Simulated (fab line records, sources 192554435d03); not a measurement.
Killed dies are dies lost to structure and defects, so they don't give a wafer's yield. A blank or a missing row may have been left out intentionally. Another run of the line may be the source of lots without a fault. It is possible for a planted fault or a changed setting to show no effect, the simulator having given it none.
Matching of chambers :: flow n5-finfet :: N5_BEOL_M5_PRE_CLEAN_77 on cvd-co-02 has 3 sister chambers
The step time 15 s. 3 wafers are shown with their chamber, then 12 later ones without.

WAFERS, EACH WITH ITS CHAMBER
wafer: L095.1
chamber: 2
heater-power-w (W): 69

wafer: L095.2
chamber: 0
heater-power-w (W): 82

wafer: L095.3
chamber: 1
heater-power-w (W): 88

WAFERS MISSING THEIR CHAMBER
wafer: L095.4
heater-power-w (W): 88

wafer: L095.5
heater-power-w (W): 83

wafer: L095.6
heater-power-w (W): 68

wafer: L094.1
heater-power-w (W): 68

wafer: L094.2
heater-power-w (W): 89

wafer: L094.3
heater-power-w (W): 81

wafer: L094.4
heater-power-w (W): 69

wafer: L094.5
heater-power-w (W): 82

wafer: L094.6
heater-power-w (W): 88

wafer: L097.1
heater-power-w (W): 87

wafer: L097.5
heater-power-w (W): 83

wafer: L097.6
heater-power-w (W): 88

CHAMBER TAKEN BY EACH
wafer: L095.4
from the rows above: 1
in truth: 1

wafer: L095.5
from the rows above: 0
in truth: 0

wafer: L095.6
from the rows above: 2
in truth: 2

wafer: L094.1
from the rows above: 2
in truth: 2

wafer: L094.2
from the rows above: 1
in truth: 1

wafer: L094.3
from the rows above: 0
in truth: 0

wafer: L094.4
from the rows above: 2
in truth: 2

wafer: L094.5
from the rows above: 0
in truth: 0

wafer: L094.6
from the rows above: 1
in truth: 1

wafer: L097.1
from the rows above: 1
in truth: 1

wafer: L097.5
from the rows above: 0
in truth: 0

wafer: L097.6
from the rows above: 1
in truth: 1
12 of 12 placed correctly. Can't be placed from these rows: 0. Number placed wrongly: 0.
How it was worked out, from the rows above alone: a wafer's distance from a chamber is the root of the sum, over the readings, of the square of ((its reading less the chamber's mean) divided by the reading's scatter). If the next closest chamber is less than 2 further off than the closest, the wafer can't be placed; otherwise it belongs to the closest. The mean given for a chamber averages the wafers shown for that chamber. The scatter: with one shown wafer a chamber, the root of the mean of the squares of how far each hidden wafer lies from its nearest shown one.
